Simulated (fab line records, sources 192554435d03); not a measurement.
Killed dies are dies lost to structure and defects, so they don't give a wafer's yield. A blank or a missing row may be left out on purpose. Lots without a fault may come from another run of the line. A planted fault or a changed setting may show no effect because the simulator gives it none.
fab line records | flow n5_finfet
record lots=11 wafers=30 last_day=17
route steps=1938 shown BEOL_M7@1329 BEOL_M8@1335
lots that met no fault: from a run of the same line without faults
start_h: hours from the record's first day to the start of the lot's first wafer shown | wait_h: hours since the lot's step before | " the same as in the row above | L1.1+2: a row that stands for several wafers | - no value, or no start given | * or withheld: withheld | < > ~ a bound
route shown NAME@n: a module of which the file shows steps, and the number in the route of the first | usual: mean/standard deviation of fault-free wafers | same: alike in all rows | chamber/n: place in a boat | sites: the reading at each site | _std_site: their standard deviation | _edge_site: outer sites' mean less inner sites' | radius_mm: how far each site lies from the wafer's centre | mask NAME#n: copy n | behind: the tool/chamber that last shaped the wafer | hold: why the lot was held/for how many hours/how that ended | device: the transistor (n, p or np) that didn't switch | end of line: the same wafers' tests at the end of the route | a step without rows: its recipe alone | killed: dies lost to structure and defects at the first sort, not the wafer's yield | map: a wafer's dies, x killed, . not, _ none there
set.NAME: the setting as run; set.NAME@STEP: as run at that earlier step | model.NAME: the simulator's own value behind a step, which no gauge read
steps of the route over a sample of lots; a table a step, a row a wafer
services: from which hour (start_h, from the record's first day; less than 0 if before it) a tool's chamber was out of use, for how many hours, and why
## steps
# step N5_BEOL_M7_DEP_56
# recipe material=SiCN target_thk_a=100 temp_c=withheld precursor=3MS/NH3 pressure_torr=3 rf_w=202 time_s=17.5
# usual chamber_pressure_Torr=2.999/0.0061 showerhead_plenum_p_Torr=3.663/0.011 throttle_valve_pct=9.4/0.75
# columns lot.wafer tool chamber start_h wait_h chamber_pressure_Torr showerhead_plenum_p_Torr throttle_valve_pct
L918.1 pecvd-04 0 216.41 0.0 2.999 3.663 9.9
L918.3 " 0 " " 2.997 3.665 9.9
L918.6 " 0 " " 3.001 3.663 9.8
L920.1 pecvd-03 0 220.04 0.0 3.009 3.659 9.4
L920.4 " 0 " " 2.997 3.661 9.6
L920.6 " 2 " " 3.003 3.676 8.1
L919.1 pecvd-01 2 225.06 0.0 3.009 3.639 9.0
L919.3 " 0 " " 2.998 3.669 10.9
L919.4 " 0 " " 3.000 3.667 11.1
L922.2 pecvd-04 2 237.82 0.0 3.002 3.677 8.6
L922.3 " 1 " " 3.000 3.650 9.0
L922.6 " 2 " " 2.999 3.675 8.3
L924.2 pecvd-04 2 260.12 0.0 3.005 3.676 8.7
L924.4 " 1 " " 2.993 3.651 9.3
L927.2 pecvd-01 2 270.65 0.0 3.003 3.647 9.0
L929.1 pecvd-01 2 281.68 0.0 3.000 3.642 9.2
L929.3 " 2 " " 2.993 3.641 9.2
L929.4 " 0 " " 3.002 3.678 10.9
L936.1 pecvd-04 2 323.77 0.0 2.993 3.676 8.4
L936.4 " 2 " " 3.001 3.684 8.8
L936.5 " 0 " " 3.008 3.661 9.9
L938.1 pecvd-04 0 331.88 0.0 3.004 3.657 10.1
L938.2 " 1 " " 2.996 3.649 9.3
L938.5 " 1 " " 2.997 3.652 9.1
L940.1 pecvd-04 0 337.96 0.0 2.996 3.663 9.7
L940.4 " 2 " " 2.999 3.676 8.7
L940.5 " 0 " " 2.998 3.660 9.7
L941.2 pecvd-01 1 340.10 0.0 2.991 3.664 9.2
L941.3 " 0 " " 3.005 3.678 10.7
L941.4 " 1 " " 2.992 3.672 9.0
# step N5_BEOL_M8_PECVD_70
# recipe material=SiO2 target_thk_a=200 temp_c=400 precursor=TEOS/O2 pressure_torr=5.5 rf_w=450 teos_flow_sccm=53.8 gas=O2 flow_sccm=3000 time_s=22.7
# usual chamber_pressure_Torr=5.501/0.011 heater_power_w=700/92 showerhead_plenum_p_Torr=8.78/0.07 susceptor_temp_C=399.99/0.23 throttle_valve_pct=22.8/1.8
# columns lot.wafer tool chamber start_h wait_h chamber_pressure_Torr heater_power_w showerhead_plenum_p_Torr susceptor_temp_C throttle_valve_pct
L918.1 pecvd-03 0 217.18 0.0 5.518 753 8.79 400.22 23.7
L918.3 " 2 " " 5.493 731 8.81 399.63 20.0
L918.6 " 0 " " 5.510 757 8.78 400.17 23.9
L920.1 pecvd-02 2 220.80 0.0 5.492 569 8.77 399.87 21.6
L920.4 " 0 " " 5.491 731 8.88 400.06 22.4
L920.6 " 2 " " 5.503 561 8.75 399.82 21.3
L919.1 pecvd-02 2 225.81 0.0 5.515 661 8.76 399.65 21.5
L919.3 " 0 " " 5.488 790 8.89 399.82 22.4
L919.4 " 2 " " 5.485 659 8.76 399.95 21.5
L922.2 pecvd-01 0 238.59 0.0 5.511 761 8.82 400.21 26.7
L922.3 " 0 " " 5.487 777 8.82 400.42 27.0
L922.6 " 0 " " 5.488 779 8.82 400.23 26.8
L924.2 pecvd-02 1 260.89 0.0 5.512 689 8.66 399.71 22.4
L924.4 " 0 " " 5.504 808 8.92 400.16 22.4
L927.2 pecvd-02 1 271.42 0.0 5.526 669 8.68 399.99 22.1
L929.1 pecvd-02 1 282.45 0.0 5.518 687 8.70 399.86 22.5
L929.3 " 0 " " 5.503 802 8.89 400.02 22.2
L929.4 " 2 " " 5.491 577 8.77 400.09 21.6
L936.1 pecvd-02 1 324.51 0.0 5.505 649 8.69 399.98 21.9
L936.4 " 2 " " 5.518 671 8.75 400.10 21.6
L936.5 " 1 " " 5.486 625 8.68 399.76 21.8
L938.1 pecvd-01 0 332.62 0.0 5.505 842 8.83 399.73 26.8
L938.2 " 2 " " 5.484 613 8.66 400.38 22.8
L938.5 " 0 " " 5.493 877 8.81 399.87 26.8
L940.1 pecvd-02 0 338.70 0.0 5.474 749 8.91 400.19 22.6
L940.4 " 0 " " 5.515 778 8.89 400.43 22.6
L940.5 " 1 " " 5.494 670 8.68 400.05 22.4
L941.2 pecvd-01 2 340.84 0.0 5.493 608 8.67 399.68 22.8
L941.3 " 1 " " 5.498 840 8.78 400.17 22.5
L941.4 " 1 " " 5.495 848 8.79 399.92 22.5
# step N5_BEOL_M8_HM_DEP_02
# recipe material=TiN target_thk_a=200 temp_c=25 chamber_pressure_pa=0.49996
# usual susceptor_temp_C=24.98/0.1 throttle_valve_pct=29.9/0.88
# columns lot.wafer tool chamber start_h wait_h susceptor_temp_C throttle_valve_pct
L918.1 pvd_sputter-01 - 219.33 2.1 24.88 29.8
L918.3 " - " " 24.91 30.4
L918.6 " - " " 25.03 30.7
L920.1 pvd_sputter-03 - 221.52 0.7 25.08 29.7
L920.4 " - " " 24.85 31.7
L920.6 " - " " 25.14 30.3
L919.1 pvd_sputter-02 - 227.05 1.2 24.94 30.2
L919.3 " - " " 25.05 29.8
L919.4 " - " " 24.86 30.4
L922.2 pvd_sputter-02 - 239.75 1.2 25.05 29.9
L922.3 " - " " 24.83 30.0
L922.6 " - " " 24.92 30.1
L924.2 pvd_sputter-02 - 262.17 1.3 24.96 29.7
L924.4 " - " " 25.01 30.0
L927.2 pvd_sputter-03 - 272.44 1.0 25.06 29.8
L929.1 pvd_sputter-02 - 283.29 0.8 24.98 28.6
L929.3 " - " " 25.16 30.2
L929.4 " - " " 24.93 30.1
L936.1 pvd_sputter-01 - 325.26 0.7 25.08 30.3
L936.4 " - " " 25.01 29.8
L936.5 " - " " 25.00 30.5
L938.1 pvd_sputter-03 - 334.83 2.2 24.87 29.8
L938.2 " - " " 24.85 30.5
L938.5 " - " " 25.00 30.4
L940.1 pvd_sputter-02 - 338.76 0.0 25.01 28.9
L940.4 " - " " 25.03 30.4
L940.5 " - " " 24.92 30.6
L941.2 pvd_sputter-03 - 341.14 0.3 25.14 31.3
L941.3 " - " " 24.83 30.0
L941.4 " - " " 24.90 29.8
# step N5_BEOL_M8_ETCH_61
# recipe chemistry=CF4 target=SiARC target_depth_a=455 mask_material=CAR-ArF time_s=75.8 ion_energy_ev=80 pressure_mtorr=40 source_w=545 bias_w=36 Ar_flow_sccm=100 cf4_flow_sccm=100 ends=cleared
# usual bias_w=36.00/0.098 drypump_motor_current_A=5.8/0.54 etch_rf_on_time_s=75.1/1.4 oes_product_au=0.70/0.061 rf_vpp_V=184.2/1.3 showerhead_plenum_p_Torr=2.15/0.088 throttle_valve_pct=15.57/0.21
# columns lot.wafer tool chamber start_h wait_h bias_w drypump_motor_current_A etch_rf_on_time_s oes_product_au rf_hours_counter_h rf_vpp_V showerhead_plenum_p_Torr throttle_valve_pct
L918.1 rie_diel-04 3 220.02 0.0 36.09 5.9 71.6 0.80 19 185.4 2.26 15.56
L918.3 " 1 " " 35.99 6.1 73.6 0.73 65 187.2 2.25 15.34
L918.6 " 3 " " 36.02 5.9 72.3 0.81 - 186.3 2.26 15.56
L920.1 rie_diel-04 0 222.03 0.0 36.19 6.6 76.1 0.67 98 185.6 2.25 15.49
L920.4 " 1 " " 36.09 6.1 74.4 0.74 - 186.3 2.25 15.35
L920.6 " 0 " " 36.07 6.4 75.9 0.68 - 185.5 2.25 15.51
L919.1 rie_diel-04 3 227.55 0.0 35.93 5.9 72.8 0.80 23 187.1 2.26 15.57
L919.3 " 0 " " 36.10 6.5 75.4 0.68 101 185.8 2.25 15.51
L919.4 " 1 " " 36.05 6.1 74.5 0.72 - 185.2 2.25 15.34
L922.2 rie_diel-04 3 240.84 0.0 35.97 5.9 73.1 0.78 28 186.1 2.26 15.57
L922.3 " 0 " " 36.13 6.5 75.2 0.67 106 185.9 2.25 15.49
L922.6 " 1 " " 36.01 6.1 74.0 0.72 - 184.6 2.25 15.35
L924.2 rie_diel-04 1 263.15 0.0 36.01 6.1 74.7 0.71 84 185.0 2.24 15.38
L924.4 " 3 " " 35.89 5.9 86.7 0.71 38 185.5 2.26 15.59
L927.2 rie_diel-04 2 273.07 0.0 35.90 5.7 75.1 0.80 17 184.0 2.11 15.18
L929.1 rie_diel-04 1 284.32 0.0 36.20 6.1 73.8 0.70 91 183.2 2.24 15.41
L929.3 " 3 " " 36.12 5.9 87.5 0.69 46 184.2 2.25 15.60
L929.4 " 0 " " 36.05 6.5 90.6 0.61 124 186.6 2.24 15.55
L936.1 rie_diel-05 3 325.88 0.0 35.77 4.7 76.2 0.66 124 183.5 2.07 15.74
L936.4 " 0 " " 35.97 5.2 77.2 0.61 188 182.1 2.04 15.52
L936.5 " 3 " " 35.89 4.7 76.6 0.66 - 183.0 2.07 15.75
L938.1 rie_diel-03 0 336.32 0.0 35.94 5.3 75.7 0.67 142 184.0 2.06 15.71
L938.2 " 2 " " 36.08 4.8 75.7 0.72 68 182.9 2.08 15.36
L938.5 " 1 " " 36.00 6.3 75.1 0.79 - 184.6 2.19 15.62
L940.1 rie_diel-03 1 339.32 0.0 35.85 6.3 74.7 0.79 15 185.3 2.19 15.64
L940.4 " 0 " " 35.77 5.3 75.7 0.66 143 183.9 2.06 15.72
L940.5 " 1 " " 35.81 6.3 74.5 0.78 - 184.7 2.19 15.64
L941.2 rie_diel-05 1 341.70 0.0 36.09 5.8 74.3 0.66 144 182.5 2.07 15.91
L941.3 " 2 " " 36.07 6.0 73.8 0.64 159 183.8 2.13 15.90
L941.4 " 0 " " 35.97 5.2 76.0 0.62 194 183.3 2.04 15.55
## services
# columns tool chamber start_h hours kind
rie_diel-05 - 196.32 1.0 repair
pecvd-04 - 197.04 6.0 pm
rie_diel-04 - 199.04 0.5 repair
rie_diel-04 2 202.38 - clean
rie_diel-04 2 202.38 - consumable_replace:focus_ring
rie_diel-04 2 202.38 27.5 scheduled_down
rie_diel-04 2 202.38 27.5 vent_cycle
pecvd-04 2 203.04 - clean
pecvd-04 2 203.04 - consumable_replace:showerhead
pecvd-04 2 203.04 29.0 scheduled_down
pecvd-02 1 205.32 29.0 repair
pecvd-01 1 235.83 46.6 repair
pecvd-02 - 241.27 0.6 repair
pecvd-02 2 258.87 2.1 scheduled_down
pecvd-01 - 271.40 0.5 repair
pecvd-01 2 273.42 4.2 repair
pecvd-04 1 273.54 5.3 repair
pvd_sputter-02 - 281.96 0.5 repair
rie_diel-03 - 282.27 14.6 pm
rie_diel-05 - 290.03 0.5 repair
rie_diel-04 - 306.33 0.4 repair
pecvd-01 0 309.20 5.5 scheduled_down
pecvd-01 2 326.54 5.5 scheduled_down
pecvd-01 - 334.06 2.8 pm
## key
first_sign step=N5_BEOL_M8_ETCH_61 reading=etch_rf_on_time_s direction=up sigmas=9.4 usual=* struck=*
effect none on later readings
met_at N5_BEOL_M8_ETCH_61
struck_lots L924,L929
struck_wafers L924.4,L929.3,L929.4
not_acting_at N5_BEOL_M7_DEP_56,N5_BEOL_M8_PECVD_70,N5_BEOL_M8_HM_DEP_02
onset_between 240.84 263.15
fault kind=process_parameter_drift tool=rie_diel-04 chamber=- onset_h=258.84 steps=N5_BEOL_M8_ETCH_61 channel=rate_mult offset=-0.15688 shape=step end_h=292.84 scope=struck_wafers_only
